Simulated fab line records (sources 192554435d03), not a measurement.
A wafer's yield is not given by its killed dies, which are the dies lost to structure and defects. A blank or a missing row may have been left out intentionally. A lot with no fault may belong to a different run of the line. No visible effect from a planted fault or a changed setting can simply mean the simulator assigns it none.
A lot that was struck, set against a sound lot + flow n5-finfet + 15 out of 1938 route steps
Sound: the wafers L611.1, L611.2, L611.4. Struck: wafer L617.4 (left out: L617.1, a lot-mate that was not struck); the cause follows at the end.
At each step with rows: each side's tool, then ch and its chambers, then its first start. Under that, the readings that differ: sound wafers + struck wafers + difference of the means + sigmas: that difference in standard deviations of wafers without a fault.
alike: readings with means less than 2 such deviations apart, plus words and numbers identical on both sides. not compared: withheld readings, readings lacking a value on some wafer, bounds such as >300 that could conceal the same value, and numbers that have no deviation in the record and whose values overlap.
The two part at a step that has a row with sigmas, a row that says differs or no value, or rows on one side only. Numbers that don't overlap but have no deviation are shown without sigmas and don't part them. A reading missing from all wafers of one side parts the sides only when that side holds two or more wafers.

N5_SD_ACTIVATION_RS_MEAS_03: measures by four-point-probe.
  sound: film-metro-02 at day 5 02:52; struck: film-metro-01 at day 6 14:09
  alike: RS_SD_N, RS_SD_P
N5_SD_ACTIVATION_INSPECT_02: inspects for defects (darkfield).
  sound: defect-inspect-02 at day 5 03:11; struck: defect-inspect-01 at day 6 14:28
  alike: raw-defect-count
N5_ILD0_LINER_00: material SiNx, target thk 4 nm, pulse time 1 s, purge time 2 s.
  sound on ald-sin-03 ch 0,1,2, day 5 03:17; struck on ald-sin-02 ch 0, day 6 14:31
  alike: heater-power-w, precursor-pulse-height-rel
then, 2 steps without rows for these wafers: N5_ILD0_FCVD_FILL_01 (material SiO2 flowable, target thk 200 nm, time 328.3 s); N5_ILD0_CURE_02 (time 1800 s).
N5_ILD0_CMP_03: polishes, stops on SiNx, t overpolish 1.9 s, target thk 197.38 nm.
  sound on cmp-01 ch 0,1,3, day 5 05:40; struck on cmp-01 ch 2, day 6 16:53
| reading              | sound             | struck | difference | sigmas |
|----------------------|-------------------|--------|------------|--------|
| overpolish-run-s (s) | 1.912 1.901 1.904 | 1.887  | -0.019     | -2     |
  alike: motor-current-A, platen-rpm, slurry-filter-dp-kPa, time-to-endpoint-s
N5_ILD0_THK_MEAS_04:
  sound: film-metro-01 at day 5 05:57; struck: film-metro-02 at day 6 17:10
  alike: thk-nm
N5_ILD0_CMP_07: polishes SiO2 flowable, stops on poly-Si, t overpolish 1.18 s, target thk 138.88 nm.
  sound on cmp-02 ch 0,2,3, day 5 05:59; struck on cmp-03 ch 2, day 6 17:17
  alike: motor-current-A, platen-rpm, slurry-filter-dp-kPa
N5_ILD0_THK_MEAS_08:
  sound: film-metro-01 at day 5 06:17; struck: film-metro-01 at day 6 17:29
  alike: thk-nm
then, 1 step without rows for these wafers: N5_ILD0_PRECLEAN_10 (cleans in NF3:NH3, afs cycles 5, time 20 s, sublimation time 60 s).
N5_ILD0_ALD_15: deposits SiNx, target thk 24 nm, pulse time 1 s, ald cycles 480.
  sound on ald-sin-02 ch 0,1,3, day 5 07:04; struck on ald-sin-04 ch 2, day 6 18:13
  alike: heater-power-w, precursor-pulse-height-rel
N5_ILD0_CMP_12: polishes SiNx, stops on poly-Si, t overpolish 6 s, target thk 17.67 nm.
  sound on cmp-02 ch 0,1,3, day 5 09:16; struck on cmp-02 ch 1, day 6 20:25
| reading                | sound             | struck | difference | sigmas |
|------------------------|-------------------|--------|------------|--------|
| overpolish-run-s (s)   | 5.993 5.990 5.985 | 6.017  | +0.028     | +3     |
| time-to-endpoint-s (s) | 28.9 32.1 24.8    | 18.7   | -9.9       | -4     |
  alike: motor-current-A, platen-rpm, slurry-filter-dp-kPa
N5_ILD0_THK_MEAS_13:
  sound: film-metro-01 at day 5 09:34; struck: film-metro-02 at day 6 20:43
  alike: thk-nm
-- the record jumps here: 4 days lie between the struck wafers' starts before and after (it left off in module ILD0 and takes up again in module BEOL_M4, whose first step shown is number 1111 of the route) --
N5_BEOL_M4_RC_MEAS_101:
  sound on prober-02 ch 0, day 9 08:16; struck on prober-02 ch 0, day 11 00:00
| reading       | sound          | struck | difference | sigmas |
|---------------|----------------|--------|------------|--------|
| DIBL_N (mV/V) | 35.6 34.1 34.6 | 37.4   | +2.6       | +2     |
| ION_P (uA/um) | 474 462 464    | 447    | -20        | -3     |
| SS_N (mV/dec) | 70.8 70.5 71.0 | 72.4   | +1.6       | +3     |
| VT_P (mV)     | -245 -247 -247 | -255   | -9         | -2     |
  alike: DIBL_P, IOFF_N, IOFF_P, ION_N, SS_P, VT_N
then, 1 step without rows for these wafers: N5_PASSIVATION_PROBE_49.

## WHERE THEY PART
Last at N5_BEOL_M4_RC_MEAS_101 as far as this record goes, first at N5_ILD0_CMP_03.

WHY: the cause the simulator had injected
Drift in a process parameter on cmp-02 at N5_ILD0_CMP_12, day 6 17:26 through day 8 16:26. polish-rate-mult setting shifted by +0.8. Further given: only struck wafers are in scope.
